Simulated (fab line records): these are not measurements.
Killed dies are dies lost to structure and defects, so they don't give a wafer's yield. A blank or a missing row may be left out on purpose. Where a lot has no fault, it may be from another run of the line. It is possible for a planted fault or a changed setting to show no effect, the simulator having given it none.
The tool behind it: which one? -- flow nand-harc -- 6 lots with 18 wafers sampled at 4 steps, on a route of 1302 steps

WHAT THE GAUGES SHOWED, per wafer
NHARC_P_GATE_CD_MEAS_26: target cd 120 nm.
lot,measured,on,cd-nm (nm)
L522,day 5 05:29,cd-sem-02,119.3 119.7 119.6
L527,day 7 16:06,cd-sem-02,119.7 119.8 119.8
L529,day 8 12:02,cd-sem-01,120.6 120.7 120.2
L535,day 11 02:58,cd-sem-03,136.7 136.4 136.2
L540,day 12 23:48,cd-sem-01,119.4 120.4 119.6
L543,day 14 05:33,cd-sem-03,120.3 120.6 120.9

TOOL THAT RAN EACH LOT (tool first, then ch and the chambers of the sampled wafers, then the start)
lot,NHARC_P_STI_CMP_21,NHARC_P_GATE_HM_DEP_102,NHARC_P_GATE_PEB_24
L522,"cmp-04 ch 0,1,2, day 3 22:58","acl-dep-02 ch 0, day 5 04:16","litho-track-06 ch 0, day 5 05:25"
L527,"cmp-03 ch 0,2,3, day 6 04:50","acl-dep-01 ch 0, day 7 15:05","litho-track-04 ch 0, day 7 16:01"
L529,"cmp-03 ch 0,2,3, day 7 04:57","acl-dep-03 ch 0, day 8 11:08","litho-track-04 ch 0, day 8 11:56"
L535,"cmp-03 ch 0,1,2, day 9 17:23","acl-dep-03 ch 0, day 11 01:43","litho-track-04 ch 0, day 11 02:53"
L540,"cmp-03 ch 1,2,3, day 11 15:46","acl-dep-02 ch 0, day 12 22:34","litho-track-01 ch 0, day 12 23:43"
L543,"cmp-04 ch 0,1,2, day 12 21:56","acl-dep-03 ch 0, day 14 04:19","litho-track-04 ch 0, day 14 05:28"
- NHARC_P_STI_CMP_21: polishes, t overpolish 20 s, target thk 380.67 nm.
- NHARC_P_GATE_HM_DEP_102: deposits aC, target thk 120 nm.
- NHARC_P_GATE_PEB_24: peb time 65 s.

THE ANSWER, worked out from the rows above alone
Rule: the usual values come from the lots themselves. The widest of any qualifying gaps counts: lots, ordered by their means at a reading, are off when they make up no more than a third of the lots, leave a main group of 4 or more, and stand apart from it by 3 or more times the standard deviation of that group's means. The tables above print the reading to a certain number of digits; a main group whose means all agree to those digits is not used. Also off: a lot with no number at a reading for which 4 or more lots have one. Any other lot the step has rows for is counted as sound.
Off: L535, at NHARC_P_GATE_CD_MEAS_26 (cd-nm). The main group has a mean of 120.0 nm with a standard deviation of 0.43.
If a tool, at a process step before that reading, ran all the lots that are off and no sound lot after the first of them, it fits. The gauges at NHARC_P_GATE_CD_MEAS_26 are tried like those tools. None of those tried fits.

WHAT THE SIMULATOR PUT IN
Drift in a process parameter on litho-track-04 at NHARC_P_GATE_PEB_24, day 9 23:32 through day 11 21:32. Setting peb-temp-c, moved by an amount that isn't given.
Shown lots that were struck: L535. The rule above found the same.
